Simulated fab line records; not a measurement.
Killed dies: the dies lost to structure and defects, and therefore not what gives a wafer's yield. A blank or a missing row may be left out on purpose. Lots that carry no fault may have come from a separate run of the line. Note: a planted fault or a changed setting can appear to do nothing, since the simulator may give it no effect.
One fault through the eyes of 2 desks / flow n5_finfet / every desk sees just its own numbers, and what lay behind them comes last

## AT THE TOOL OWNER'S DESK: pvd_sputter-02
At N5_BEOL_M12_PRE_CLEAN_42 (time 30 s), the tool's own readings, given per lot that ran on this tool as the mean of the sampled wafers with a number. Any lot whose mean is over 4 standard deviations away from the usual mean is out of limits and marked OUT; that distance is given in the brackets.
Columns: A = heater_power_w at N5_BEOL_M12_PRE_CLEAN_42, usual 323 W
lot=L698; first seen here=day 12 05:02; A=304
lot=L703; first seen here=day 13 12:41; A=376
lot=L706; first seen here=day 14 06:23; A=302
lot=L717; first seen here=day 16 13:14; A=342
lot=L716; first seen here=day 16 13:55; A=304
lot=L711; first seen here=day 17 09:41; A=306
Result from this desk: across the 6 lots, nothing is out of limits.

## AT THE METROLOGY DESK
Means of the sampled wafers that have a number, per lot and without regard to the tool the lot ran on: this is what the gauges read. Any lot whose mean is over 4 standard deviations away from the usual mean is out of limits and marked OUT; that distance is given in the brackets.
Columns: A = cd_nm at N5_MIM_TOP_LITHO_CD_MEAS_08, usual 1999.7 nm; B = cd_nm at N5_PASSIVATION_CD_MEAS_30, usual 3999.8 nm
lot=L695; first seen here=day 12 10:10; A=1998.9; B=3999.8
lot=L697; first seen here=day 12 11:36; A=2001.0; B=3999.6
lot=L696; first seen here=day 12 14:10; A=1997.7; B=3998.7
lot=L698; first seen here=day 13 03:08; A=2000.0; B=3998.7
lot=L700; first seen here=day 13 07:30; A=1999.1; B=4001.4
lot=L703; first seen here=day 14 20:19; A=1999.3; B=3998.6
lot=L706; first seen here=day 15 11:13; A=1999.6; B=3998.4
lot=L712; first seen here=day 16 17:26; A=2000.9; B=3998.4
lot=L715; first seen here=day 17 07:11; A=2001.1; B=4000.9
lot=L717; first seen here=day 17 12:07; A=1997.2; B=3999.7
lot=L716; first seen here=day 17 14:05; A=2000.1; B=4000.1
lot=L711; first seen here=day 18 07:14; A=1998.4; B=4000.1
Result from this desk: across the 12 lots, nothing is out of limits.

## BROUGHT TOGETHER
The desk of the tool owner found nothing out of limits.
At the metrology desk, nothing out of limits was observed.

## WHAT WAS PUT IN BY THE SIMULATOR
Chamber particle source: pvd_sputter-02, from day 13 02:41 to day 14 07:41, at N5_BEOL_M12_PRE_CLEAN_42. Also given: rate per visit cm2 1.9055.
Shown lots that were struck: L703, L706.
